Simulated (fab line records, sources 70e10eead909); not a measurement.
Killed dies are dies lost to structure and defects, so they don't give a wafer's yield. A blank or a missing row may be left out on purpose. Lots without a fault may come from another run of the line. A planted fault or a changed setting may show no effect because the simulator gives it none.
A struck lot beside a sound one | flow nand_harc | 14 steps out of a route of 1159
Sound: wafers L785.3, L785.4, L785.6. Struck: wafers L790.2, L790.4, L790.5. The cause comes at the end.
At each step with rows: each side's tool, then ch and its chambers, then its first start. Under that, the readings that differ: sound wafers | struck wafers | difference of the means | sigmas: that difference in standard deviations of wafers without a fault.
alike: readings whose means differ by less than 2 such deviations, and words and numbers that are the same on both sides. not compared: withheld readings, readings that some wafer has no value for, bounds like >300 that may hide the same value, and numbers for which the record gives no deviation and whose values overlap.
The two part at a step that has a row with sigmas, a row that says differs or no value, or rows on one side only. Numbers that don't overlap but have no deviation are shown without sigmas and don't part them. A reading that every wafer of one side lacks parts them only if that side has two wafers or more.

NHARC_A_BLC_DESCUM_15: chemistry O2, time 3 s.
  sound on rie_diel-10 ch 1,3, day 17 18:01; struck on rie_diel-13 ch 0,1, day 19 09:55
  alike: chamber_pressure_mTorr, drypump_motor_current_A, oes_product_au, rf_vpp_V, showerhead_plenum_p_Torr, throttle_valve_pct
  not compared: rf_hours_counter_h
then, 3 steps without rows for these wafers: NHARC_A_BLC_ETCH_16 (etches the open film in CF4, target depth 39 nm, time 65 s); NHARC_A_BLC_ETCH_17 (etches the open film in N2/H2, target depth 390 nm, time 609.38 s); NHARC_A_BLC_ETCH_18 (etches the open film in C4F8/O2/Ar, target depth 910 nm).
NHARC_A_BLC_CD_MEAS_19:
  sound on cd_sem-03, day 17 18:59; struck on cd_sem-01, day 19 11:04
  alike: cd_nm
NHARC_A_BLC_STRIP_29: strips in CF4.
  sound on rie_diel-10 ch 0,2, day 17 19:03; struck on rie_diel-10 ch 1,2, day 19 11:08
  alike: cf4_flow_sccm, chamber_pressure_mTorr, drypump_motor_current_A, oes_product_au, rf_vpp_V, showerhead_plenum_p_Torr, throttle_valve_pct
  not compared: rf_hours_counter_h
NHARC_A_BLC_STRIP_21: strips in O2.
  sound on rie_diel-10 ch 0,1,2, day 17 19:10; struck on rie_diel-10 ch 2,3, day 19 11:15
  alike: chamber_pressure_mTorr, drypump_motor_current_A, oes_product_au, rf_vpp_V, showerhead_plenum_p_Torr, throttle_valve_pct
  not compared: rf_hours_counter_h
then, 1 step without rows for these wafers: NHARC_A_BLC_STRIP_22 (strips in post etch residue remover, time 600 s).
NHARC_A_BLC_DEGAS_30: time 60 s.
  sound on pvd_sputter-01, day 17 19:35; struck on pvd_sputter-01, day 19 11:41
  alike: heater_power_w
then, 2 steps without rows for these wafers: NHARC_A_BLC_PRE_CLEAN_31 (time 15 s); NHARC_A_BLC_PVD_32 (deposits Ti, target thk 5 nm, time 17.7 s).
NHARC_A_BLC_ALD_23: deposits TiN, target thk 3 nm, pulse time 1 s, ald cycles 150.
  sound on ald_metal-02 ch 0,1,2, day 17 19:51; struck on ald_metal-02 ch 1,2,3, day 19 11:55
  alike: heater_power_outer_w, heater_power_w, precursor_pulse_height_rel
  not compared: since_wet_clean_h
NHARC_A_BLC_CVD_24: deposits W, target thk 150 nm, time 434 s.
  sound on cvd_w-02 ch 0,1, day 17 20:11; struck on cvd_w-02 ch 0,1, day 19 12:53
  alike: heater_power_outer_w, heater_power_w, throttle_valve_pct
  not compared: since_wet_clean_h
NHARC_A_BLC_CMP_25: polishes, t overpolish 30 s, target thk 150 nm.
  sound on cmp-04 ch 1,2, day 17 20:35; struck on cmp-04 ch 0,1,2, day 19 13:29
  reading                | sound          | struck         | difference | sigmas
  time_to_endpoint_s (s) | 28.5 29.1 28.5 | 57.8 62.6 61.6 | +32.0      | +16
  alike: motor_current_A, overpolish_run_s

WHERE THEY PART
Only at NHARC_A_BLC_CMP_25, within this record.

WHY: what the simulator had put in
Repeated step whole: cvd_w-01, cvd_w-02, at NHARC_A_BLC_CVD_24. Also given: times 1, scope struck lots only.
